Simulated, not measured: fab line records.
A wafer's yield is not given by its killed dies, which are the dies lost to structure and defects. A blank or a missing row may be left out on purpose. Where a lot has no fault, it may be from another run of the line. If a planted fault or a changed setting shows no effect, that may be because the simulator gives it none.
fab line records :: flow nand-harc
record
  lots=5
  wafers=15
  last-day=24
route steps=1159 shown A_STAIRCASE@701
lots that met no fault: taken from a fault-free run of the same line
start-h: hours from the record's opening day to when the first of the lot's shown wafers began :: wait-h: how many hours have passed since the lot's step before this one :: " same as the row above :: L1.1+2: a row that stands for several wafers :: - either no value or no given start :: * or withheld: withheld :: < > ~ a bound
route shown NAME@n: NAME is a module with steps in the file, n the number in the route of the first one :: usual: the fault-free wafers' mean and standard deviation :: same: alike in all rows :: chamber/n: place in a boat :: sites: the reading at each site :: _std_site: standard deviation across them :: _edge_site: mean of outer sites minus mean of inner sites :: radius-mm: how far each site lies from the wafer's centre :: mask NAME#n: copy n :: behind: the tool/chamber that last shaped the wafer :: hold: cause of the lot's hold/its duration in hours/its outcome :: device: names the non-switching transistor (n, p or np) :: end of line: the tests these same wafers got at the end of their route :: a step without rows: its recipe alone :: killed: the dies lost at the first sort to structure and to defects; this is not the yield of the wafer :: map: per-die view of a wafer (x killed, . not killed, _ where there is no die)
set.NAME: the setting that was run; set.NAME@STEP: the one run at that earlier step :: model.NAME: the simulator's own value behind a step, which no gauge read
a table for each step, a row for each wafer; lots at some steps of the route
services: the hour from which a tool's chamber was out of use, counted from the record's first day as start-h (under 0 if before that day), plus the number of hours and why
## steps
# step NHARC_A_STAIRCASE_DEP_417
# recipe
  target-thk-a=600
  step-coverage-pct=20
  temp-c=400
  target-thk-nm=60
  flow-sccm=200
  rf-w=450
  material=Si3N4
# usual
  heater-power-w=680/110
lot.wafer: L990.2
tool: pecvd-03
chamber: 1
start-h: 277.75
wait-h: -
heater-power-w: 572

lot.wafer: L990.6
tool: pecvd-03
chamber: 1
start-h: 277.75
wait-h: -
heater-power-w: 604

lot.wafer: L990.5
tool: pecvd-03
chamber: 0
start-h: 277.75
wait-h: -
heater-power-w: 569

lot.wafer: L102.1
tool: pecvd-01
chamber: 1
start-h: 360.61
wait-h: -
heater-power-w: 832

lot.wafer: L102.2
tool: pecvd-01
chamber: 0
start-h: 360.61
wait-h: -
heater-power-w: 835

lot.wafer: L102.4
tool: pecvd-01
chamber: 1
start-h: 360.61
wait-h: -
heater-power-w: 853

lot.wafer: L103.2
tool: pecvd-01
chamber: 0
start-h: 369.01
wait-h: -
heater-power-w: 806

lot.wafer: L103.6
tool: pecvd-01
chamber: 0
start-h: 369.01
wait-h: -
heater-power-w: 807

lot.wafer: L103.5
tool: pecvd-01
chamber: 2
start-h: 369.01
wait-h: -
heater-power-w: 497

lot.wafer: L107.3
tool: pecvd-03
chamber: 2
start-h: 392.66
wait-h: -
heater-power-w: 670

lot.wafer: L107.2
tool: pecvd-03
chamber: 0
start-h: 392.66
wait-h: -
heater-power-w: 542

lot.wafer: L107.5
tool: pecvd-03
chamber: 0
start-h: 392.66
wait-h: -
heater-power-w: 536

lot.wafer: L108.1
tool: pecvd-04
chamber: 0
start-h: 398.23
wait-h: -
heater-power-w: 773

lot.wafer: L108.4
tool: pecvd-04
chamber: 2
start-h: 398.23
wait-h: -
heater-power-w: 687

lot.wafer: L108.5
tool: pecvd-04
chamber: 1
start-h: 398.23
wait-h: -
heater-power-w: 585
# step NHARC_A_STAIRCASE_WET_418
# recipe
  temp-c=160
  target-depth-a=200
  chemistry=H3PO4
# step NHARC_A_STAIRCASE_PRECLEAN_419
# recipe
  time-s=*
  temp-c=50
  bath-age-min=0
  chemistry=SC1
# step NHARC_A_STAIRCASE_SRD_421
# step NHARC_A_STAIRCASE_ALD_420
# recipe
  target-thk-a=200
  pulse-time-s=6
  ald-cycles=200
  temp-c=300
  material=SiO2
# usual
  heater-power-w=475/57
  precursor-pulse-height-rel=1.000/0.021
lot.wafer: L990.2
tool: ald-hk-03
chamber: 1
start-h: 281.69
wait-h: -
heater-power-w: 431
precursor-pulse-height-rel: 0.997

lot.wafer: L990.5
tool: ald-hk-03
chamber: 0
start-h: 281.69
wait-h: -
heater-power-w: 534
precursor-pulse-height-rel: 0.998

lot.wafer: L990.6
tool: ald-hk-03
chamber: 1
start-h: 281.69
wait-h: -
heater-power-w: 431
precursor-pulse-height-rel: 0.982

lot.wafer: L102.2
tool: ald-hk-02
chamber: 0
start-h: 364.87
wait-h: -
heater-power-w: 604
precursor-pulse-height-rel: 0.992

lot.wafer: L102.4
tool: ald-hk-02
chamber: 1
start-h: 364.87
wait-h: -
heater-power-w: 504
precursor-pulse-height-rel: 0.999

lot.wafer: L102.1
tool: ald-hk-02
chamber: 2
start-h: 364.87
wait-h: -
heater-power-w: 457
precursor-pulse-height-rel: 0.991

lot.wafer: L103.2
tool: ald-hk-03
chamber: 0
start-h: 372.78
wait-h: -
heater-power-w: 503
precursor-pulse-height-rel: 0.992

lot.wafer: L103.5
tool: ald-hk-03
chamber: 1
start-h: 372.78
wait-h: -
heater-power-w: 438
precursor-pulse-height-rel: 0.967

lot.wafer: L103.6
tool: ald-hk-03
chamber: 2
start-h: 372.78
wait-h: -
heater-power-w: 484
precursor-pulse-height-rel: 0.992

lot.wafer: L107.2
tool: ald-hk-03
chamber: 1
start-h: 396.56
wait-h: -
heater-power-w: 438
precursor-pulse-height-rel: 1.028

lot.wafer: L107.3
tool: ald-hk-03
chamber: 2
start-h: 396.56
wait-h: -
heater-power-w: 494
precursor-pulse-height-rel: 1.060

lot.wafer: L107.5
tool: ald-hk-03
chamber: 1
start-h: 396.56
wait-h: -
heater-power-w: 430
precursor-pulse-height-rel: 0.992

lot.wafer: L108.4
tool: ald-hk-04
chamber: 2
start-h: 400.36
wait-h: -
heater-power-w: 467
precursor-pulse-height-rel: 0.985

lot.wafer: L108.1
tool: ald-hk-04
chamber: 0
start-h: 400.36
wait-h: -
heater-power-w: 384
precursor-pulse-height-rel: 1.025

lot.wafer: L108.5
tool: ald-hk-04
chamber: 1
start-h: 400.36
wait-h: -
heater-power-w: 409
precursor-pulse-height-rel: 1.024
# step NHARC_A_STAIRCASE_CVD_552
# recipe
  target-thk-a=400
  temp-c=700
  pressure-mtorr=300
  material=SiNx
# step NHARC_A_STAIRCASE_DEP_151
# recipe
  target-thk-a=38000
  temp-c=400
  target-thk-nm=3800
  teos-flow-sccm=200
  rf-w=500
  material=SiO2
# usual
  heater-power-w=622/100
  mfc-precursor-sccm=200.0/0.57
lot.wafer: L990.2
tool: pecvd-03
chamber: 2
start-h: 288.60
wait-h: 0.7
heater-power-w: 695
mfc-precursor-sccm: 200.4

lot.wafer: L990.5
tool: pecvd-03
chamber: 1
start-h: 288.60
wait-h: 0.7
heater-power-w: 555
mfc-precursor-sccm: 200.1

lot.wafer: L990.6
tool: pecvd-03
chamber: 0
start-h: 288.60
wait-h: 0.7
heater-power-w: 461
mfc-precursor-sccm: 199.3

lot.wafer: L102.2
tool: pecvd-03
chamber: 2
start-h: 373.11
wait-h: 0.5
heater-power-w: 616
mfc-precursor-sccm: 199.8

lot.wafer: L102.1
tool: pecvd-03
chamber: 0
start-h: 373.11
wait-h: 0.5
heater-power-w: 566
mfc-precursor-sccm: 201.8

lot.wafer: L102.4
tool: pecvd-03
chamber: 0
start-h: 373.11
wait-h: 0.5
heater-power-w: 489
mfc-precursor-sccm: 200.3

lot.wafer: L103.2
tool: pecvd-01
chamber: 2
start-h: 379.61
wait-h: 0.4
heater-power-w: 546
mfc-precursor-sccm: 199.9

lot.wafer: L103.6
tool: pecvd-01
chamber: 2
start-h: 379.61
wait-h: 0.4
heater-power-w: 446
mfc-precursor-sccm: 200.4

lot.wafer: L103.5
tool: pecvd-01
chamber: 1
start-h: 379.61
wait-h: 0.4
heater-power-w: 684
mfc-precursor-sccm: 200.2

lot.wafer: L107.2
tool: pecvd-01
chamber: 1
start-h: 404.85
wait-h: 0.5
heater-power-w: 823
mfc-precursor-sccm: 200.6

lot.wafer: L107.3
tool: pecvd-01
chamber: 2
start-h: 404.85
wait-h: 0.5
heater-power-w: 444
mfc-precursor-sccm: 199.8

lot.wafer: L107.5
tool: pecvd-01
chamber: 2
start-h: 404.85
wait-h: 0.5
heater-power-w: 437
mfc-precursor-sccm: 199.6

lot.wafer: L108.1
tool: pecvd-03
chamber: 0
start-h: 408.49
wait-h: 0.5
heater-power-w: 604
mfc-precursor-sccm: 200.7

lot.wafer: L108.4
tool: pecvd-03
chamber: 0
start-h: 408.49
wait-h: 0.5
heater-power-w: 491
mfc-precursor-sccm: 200.8

lot.wafer: L108.5
tool: pecvd-03
chamber: 1
start-h: 408.49
wait-h: 0.5
heater-power-w: 588
mfc-precursor-sccm: 200.2
# step NHARC_A_STAIRCASE_ANNEAL_320
# recipe
  temp-c=750
  time-s=1800
# step NHARC_A_STAIRCASE_DEP_322
# recipe
  target-thk-a=38000
  temp-c=400
  target-thk-nm=3800
  teos-flow-sccm=200
  rf-w=500
  material=SiO2
# usual
  heater-power-w=625/110
  mfc-precursor-sccm=200.0/0.6
lot.wafer: L990.2
tool: pecvd-01
chamber: 0
start-h: 296.77
wait-h: 0.6
heater-power-w: 636
mfc-precursor-sccm: 200.0

lot.wafer: L990.6
tool: pecvd-01
chamber: 0
start-h: 296.77
wait-h: 0.6
heater-power-w: 648
mfc-precursor-sccm: 199.4

lot.wafer: L990.5
tool: pecvd-01
chamber: 1
start-h: 296.77
wait-h: 0.6
heater-power-w: 692
mfc-precursor-sccm: 200.2

lot.wafer: L102.2
tool: pecvd-03
chamber: 0
start-h: 381.82
wait-h: 0.3
heater-power-w: 613
mfc-precursor-sccm: 200.8

lot.wafer: L102.1
tool: pecvd-03
chamber: 1
start-h: 381.82
wait-h: 0.3
heater-power-w: 643
mfc-precursor-sccm: 199.7

lot.wafer: L102.4
tool: pecvd-03
chamber: 2
start-h: 381.82
wait-h: 0.3
heater-power-w: 555
mfc-precursor-sccm: 200.8

lot.wafer: L103.2
tool: pecvd-03
chamber: 0
start-h: 386.82
wait-h: 0.3
heater-power-w: 560
mfc-precursor-sccm: 200.0

lot.wafer: L103.5
tool: pecvd-03
chamber: 1
start-h: 386.82
wait-h: 0.3
heater-power-w: 576
mfc-precursor-sccm: 198.8

lot.wafer: L103.6
tool: pecvd-03
chamber: 2
start-h: 386.82
wait-h: 0.3
heater-power-w: 544
mfc-precursor-sccm: 199.6

lot.wafer: L108.1
tool: pecvd-01
chamber: 0
start-h: 414.04
wait-h: 0.1
heater-power-w: 728
mfc-precursor-sccm: 199.7

lot.wafer: L108.5
tool: pecvd-01
chamber: 0
start-h: 414.04
wait-h: 0.1
heater-power-w: 661
mfc-precursor-sccm: 200.0

lot.wafer: L108.4
tool: pecvd-01
chamber: 2
start-h: 414.04
wait-h: 0.1
heater-power-w: 438
mfc-precursor-sccm: 199.8

lot.wafer: L107.3
tool: pecvd-04
chamber: 1
start-h: 414.05
wait-h: 0.1
heater-power-w: 539
mfc-precursor-sccm: 200.5

lot.wafer: L107.2
tool: pecvd-04
chamber: 2
start-h: 414.05
wait-h: 0.1
heater-power-w: 682
mfc-precursor-sccm: 199.1

lot.wafer: L107.5
tool: pecvd-04
chamber: 0
start-h: 414.05
wait-h: 0.1
heater-power-w: 657
mfc-precursor-sccm: 199.1
# step NHARC_A_STAIRCASE_ANNEAL_323
# recipe
  temp-c=750
  time-s=1800
# step NHARC_A_STAIRCASE_DEP_325
# recipe
  target-thk-a=38000
  temp-c=400
  target-thk-nm=3800
  teos-flow-sccm=200
  rf-w=500
  material=SiO2
# usual
  heater-power-w=623/110
  mfc-precursor-sccm=200.0/0.62
lot.wafer: L990.2
tool: pecvd-01
chamber: 0
start-h: 303.87
wait-h: 0.6
heater-power-w: 825
mfc-precursor-sccm: 199.9

lot.wafer: L990.6
tool: pecvd-01
chamber: 1
start-h: 303.87
wait-h: 0.6
heater-power-w: 704
mfc-precursor-sccm: 199.5

lot.wafer: L990.5
tool: pecvd-01
chamber: 2
start-h: 303.87
wait-h: 0.6
heater-power-w: 422
mfc-precursor-sccm: 199.3

lot.wafer: L102.2
tool: pecvd-01
chamber: 2
start-h: 389.67
wait-h: 0.1
heater-power-w: 488
mfc-precursor-sccm: 200.4

lot.wafer: L102.1
tool: pecvd-01
chamber: 0
start-h: 389.67
wait-h: 0.1
heater-power-w: 763
mfc-precursor-sccm: 72.6

lot.wafer: L102.4
tool: pecvd-01
chamber: 0
start-h: 389.67
wait-h: 0.1
heater-power-w: 658
mfc-precursor-sccm: 72.8

lot.wafer: L103.2
tool: pecvd-03
chamber: 0
start-h: 393.85
wait-h: 0.2
heater-power-w: 604
mfc-precursor-sccm: 200.0

lot.wafer: L103.5
tool: pecvd-03
chamber: 2
start-h: 393.85
wait-h: 0.2
heater-power-w: 531
mfc-precursor-sccm: 199.9

lot.wafer: L103.6
tool: pecvd-03
chamber: 0
start-h: 393.85
wait-h: 0.2
heater-power-w: 500
mfc-precursor-sccm: 200.5

lot.wafer: L108.1
tool: pecvd-04
chamber: 0
start-h: 422.71
wait-h: 0.2
heater-power-w: 777
mfc-precursor-sccm: 199.7

lot.wafer: L108.4
tool: pecvd-04
chamber: 1
start-h: 422.71
wait-h: 0.2
heater-power-w: 500
mfc-precursor-sccm: 200.3

lot.wafer: L108.5
tool: pecvd-04
chamber: 2
start-h: 422.71
wait-h: 0.2
heater-power-w: 615
mfc-precursor-sccm: 200.2

lot.wafer: L107.3
tool: pecvd-03
chamber: 0
start-h: 422.83
wait-h: 0.3
heater-power-w: 519
mfc-precursor-sccm: 199.5

lot.wafer: L107.2
tool: pecvd-03
chamber: 2
start-h: 422.83
wait-h: 0.3
heater-power-w: 551
mfc-precursor-sccm: 199.1

lot.wafer: L107.5
tool: pecvd-03
chamber: 2
start-h: 422.83
wait-h: 0.3
heater-power-w: 540
mfc-precursor-sccm: 199.3
# step NHARC_A_STAIRCASE_ANNEAL_326
# recipe
  temp-c=750
  time-s=1800
## services
tool: pecvd-01
chamber: -
start-h: 254.11
hours: 0.8
kind: repair

tool: ald-hk-02
chamber: -
start-h: 282.53
hours: 10.0
kind: pm

tool: pecvd-03
chamber: -
start-h: 292.26
hours: 13.0
kind: pm

tool: pecvd-03
chamber: 0
start-h: 292.26
hours: 13.0
kind: vent-cycle

tool: pecvd-03
chamber: 1
start-h: 292.26
hours: 13.0
kind: vent-cycle

tool: pecvd-03
chamber: 2
start-h: 292.26
hours: 13.0
kind: vent-cycle

tool: pecvd-03
chamber: 0
start-h: 305.26
hours: -
kind: clean

tool: pecvd-03
chamber: 1
start-h: 305.26
hours: -
kind: clean

tool: pecvd-03
chamber: 2
start-h: 305.26
hours: -
kind: clean

tool: ald-hk-03
chamber: -
start-h: 322.88
hours: 10.0
kind: pm

tool: ald-hk-03
chamber: 0
start-h: 322.88
hours: 10.0
kind: vent-cycle

tool: ald-hk-03
chamber: 1
start-h: 322.88
hours: 10.0
kind: vent-cycle

tool: ald-hk-03
chamber: 2
start-h: 322.88
hours: 10.0
kind: vent-cycle

tool: ald-hk-03
chamber: 3
start-h: 322.88
hours: 10.0
kind: vent-cycle

tool: pecvd-03
chamber: -
start-h: 329.20
hours: 4.0
kind: repair

tool: ald-hk-03
chamber: 0
start-h: 332.88
hours: -
kind: clean

tool: pecvd-04
chamber: 0
start-h: 344.92
hours: 9.3
kind: repair

tool: ald-hk-04
chamber: -
start-h: 364.04
hours: 10.0
kind: pm

tool: pecvd-04
chamber: -
start-h: 376.00
hours: 13.0
kind: pm

tool: ald-hk-04
chamber: -
start-h: 398.43
hours: 0.4
kind: repair

tool: pecvd-01
chamber: -
start-h: 418.11
hours: 13.0
kind: pm

tool: pecvd-01
chamber: 0
start-h: 418.11
hours: 13.0
kind: vent-cycle

tool: pecvd-01
chamber: 1
start-h: 418.11
hours: 13.0
kind: vent-cycle

tool: pecvd-01
chamber: 2
start-h: 418.11
hours: 13.0
kind: vent-cycle
## key
first-sign
  step=NHARC_A_STAIRCASE_DEP_325
  reading=mfc-precursor-sccm
  direction=down
  sigmas=99+
  usual=200.0
  struck=72.7
effect none on later readings
met-at NHARC_A_STAIRCASE_DEP_325
struck-wafers L102.1,L102.4
later-rows-left-out L102.1,L102.4
sort-left-out L102.1,L102.4
tester-left-out L102
onset-between 303.87 389.67
fault
  kind=process-parameter-drift
  tool=pecvd-01
  chamber=0
  onset-h=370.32
  steps=NHARC_A_STAIRCASE_DEP_325
  channel=teos-flow-sccm
  offset=*
  shape=step
  end-h=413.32
  acts-in=*
  stated=*
# tester-left-out: of these lots the tester's yield and bins aren't shown, on N5 and GAA mostly nor the transistor test; their killed dies are dies lost to structure and defects alone, not to doping, threshold or leakage, so they don't give the yield
# sort-left-out: the simulated sort isn't trusted on such a fault, so these wafers' sort isn't shown, and their yield isn't known
# later-rows-left-out: the simulator's readings of these wafers behind a module that went badly wrong aren't trusted and aren't shown, but for the sort
